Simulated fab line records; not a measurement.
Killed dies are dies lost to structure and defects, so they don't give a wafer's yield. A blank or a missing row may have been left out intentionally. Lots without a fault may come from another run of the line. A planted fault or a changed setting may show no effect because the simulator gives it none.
Split-lot experiment    flow n5 finfet    on a route of 1938 steps: 7 lots, 21 wafers read

== THE SPLIT ==
At N5_BEOL_M6_HM_DEP_02 (deposits TiN, target thk 20 nm), the setting target thk a was moved away from the recipe's 200 angstrom on 7 of the 21 wafers read, by -12.3% to +5.8%. The other wafers ran this setting at the recipe's value.

The reading is taken at the split's own step.

== THE READING ==
TiN_of_BEOL_M6_HM_DEP_02.thk nm (the simulator's own value, which no gauge read), in nm, at N5_BEOL_M6_HM_DEP_02 (deposits TiN, target thk 20 nm). No usual value for it is given in the file. The 14 wafers here that ran the recipe average 20.0 nm, standard deviation 0.29 nm.

wafer   tool, chamber at the split  target thk a as run, angstrom  against the recipe  TiN_of_BEOL_M6_HM_DEP_02.thk nm, nm  against lot-mates on the recipe
L080.1  pvd sputter-03, -           200                            recipe              20.4                                 -
L080.2  pvd sputter-03, -           200                            recipe              20                                   -
L080.3  pvd sputter-03, -           200                            recipe              20                                   -
L081.2  pvd sputter-02, -           200                            recipe              19.6                                 -
L081.5  pvd sputter-02, -           177.2                          -11.4%              17.4                                 -2.3
L081.6  pvd sputter-02, -           200                            recipe              19.8                                 -
L084.1  pvd sputter-02, -           211.7                          +5.8%               21.4                                 +1.6
L084.4  pvd sputter-02, -           200                            recipe              19.8                                 -
L084.6  pvd sputter-02, -           211.7                          +5.8%               21                                   +1.2
L083.4  pvd sputter-03, -           200                            recipe              20.2                                 -
L083.5  pvd sputter-03, -           175.3                          -12.3%              17.6                                 -2.6
L083.6  pvd sputter-03, -           175.3                          -12.3%              17.4                                 -2.8
L086.1  pvd sputter-01, -           200                            recipe              19.8                                 -
L086.3  pvd sputter-01, -           200                            recipe              20                                   -
L086.5  pvd sputter-01, -           200                            recipe              19.6                                 -
L093.2  pvd sputter-01, -           191.2                          -4.4%               19.2                                 -1.4
L093.3  pvd sputter-01, -           200                            recipe              20.6                                 -
L093.5  pvd sputter-01, -           191.2                          -4.4%               19.4                                 -1.2
L095.3  pvd sputter-02, -           200                            recipe              20.4                                 -
L095.4  pvd sputter-02, -           200                            recipe              19.8                                 -
L095.6  pvd sputter-02, -           200                            recipe              20                                   -

THE FIT
A straight line over all 21 wafers: TiN_of_BEOL_M6_HM_DEP_02.thk nm changes by +0.207 nm for each +1% of target thk a; r = +0.97; the points scatter about the line by 0.28 nm.
The same after taking each lot's own level away (the mean of its wafers on the recipe; 21 wafers): +0.222 nm for each +1%; r = +0.98; scatter 0.21 nm.
On that fit, the largest move of target thk a shifts the reading by 2.7 nm.
Measured against the standard deviation above, the lots' own levels, which go from 19.70 to 20.60 nm, span 3.1 times it.
The two slopes are in agreement: the lot-to-lot level therefore moves the slope only a little.
Check: for one of the wafers moved furthest among these (-12.3%), held out of the fit, the line's prediction against its lot-mates is -2.81 nm. Against them it came out at -2.6 nm.

== OTHER SPLITS APPLIED TO THESE WAFERS ==
Other splits were also applied to these wafers ahead of the reading. Each is held against what the fit with the lots' levels taken away leaves over:
other split on the same wafers     wafers away from the commonest value  r with TiN_of_BEOL_M6_HM_DEP_02.thk nm (lot level and that fit taken away)
N5_BEOL_M3_VIA_ETCH_34 time s      7                                     +0.38
N5_BEOL_M3_ETCH_41 target depth a  7                                     +0.25
N5_BEOL_M4_COAT_67 spin rpm        4                                     -0.30
N5_BEOL_M4_COAT_68 spin rpm        7                                     +0.11
N5_BEOL_M5_PECVD_70 temp c         6                                     -0.08
N5_BEOL_M5_COAT_71 spin rpm        7                                     -0.10
N5_BEOL_M6_ILD_DEP_00 time s       4                                     +0.33

== THE FILE'S OWN FIT ==
TiN_of_BEOL_M6_HM_DEP_02.thk nm changes by +0.219 nm for each +1% of target thk a, r = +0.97.
